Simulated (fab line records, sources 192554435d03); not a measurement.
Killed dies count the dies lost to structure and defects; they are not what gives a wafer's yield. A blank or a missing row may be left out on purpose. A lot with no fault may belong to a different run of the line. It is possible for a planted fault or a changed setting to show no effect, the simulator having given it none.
Chamber matching || flow n5_finfet || N5_GATE_CUT_ALD_22 on ald_sin-02: 4 sister chambers
The step deposits SiNx, target thk 16 nm, pulse time 1 s, ald cycles 320. 4 wafers are shown with their chamber, then 7 later ones without.

== WAFERS PAIRED WITH THEIR CHAMBERS ==
{"wafer": "L083.1", "chamber": 3, "heater_power_w (W)": 778}
{"wafer": "L083.6", "chamber": 2, "heater_power_w (W)": 763}
{"wafer": "L084.1", "chamber": 0, "heater_power_w (W)": 844}
{"wafer": "L084.2", "chamber": 1, "heater_power_w (W)": 909}

== WAFERS WITH NO CHAMBER GIVEN ==
{"wafer": "L084.5", "heater_power_w (W)": 767}
{"wafer": "L087.1", "heater_power_w (W)": 843}
{"wafer": "L087.2", "heater_power_w (W)": 764}
{"wafer": "L087.3", "heater_power_w (W)": 901}
{"wafer": "L096.2", "heater_power_w (W)": 756}
{"wafer": "L096.3", "heater_power_w (W)": 764}
{"wafer": "L096.5", "heater_power_w (W)": 807}

== THE CHAMBER EACH PASSED THROUGH ==
{"wafer": "L084.5", "from the rows above": "can't be placed: 2 or 3", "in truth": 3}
{"wafer": "L087.1", "from the rows above": 0, "in truth": 0}
{"wafer": "L087.2", "from the rows above": "can't be placed: 2 or 3", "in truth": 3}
{"wafer": "L087.3", "from the rows above": 1, "in truth": 1}
{"wafer": "L096.2", "from the rows above": "can't be placed: 2 or 3", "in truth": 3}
{"wafer": "L096.3", "from the rows above": "can't be placed: 2 or 3", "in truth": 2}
{"wafer": "L096.5", "from the rows above": "can't be placed: 3 or 0 or 2", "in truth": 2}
Placed correctly: 2 of 7. From these rows, 5 cannot be placed; in 5 the true chamber is one of the candidates. Wrongly placed: 0.
How it was worked out, from the rows above alone: a wafer's distance from a chamber is the root of the sum, over the readings, of the square of ((its reading less the chamber's mean) divided by the reading's scatter). If the next closest chamber is less than 2 further off than the closest, the wafer can't be placed; otherwise it belongs to the closest. Each chamber's mean is taken over the wafers shown for it. The scatter: root of mean squared gap, hidden wafer to nearest shown wafer, with one shown wafer a chamber.
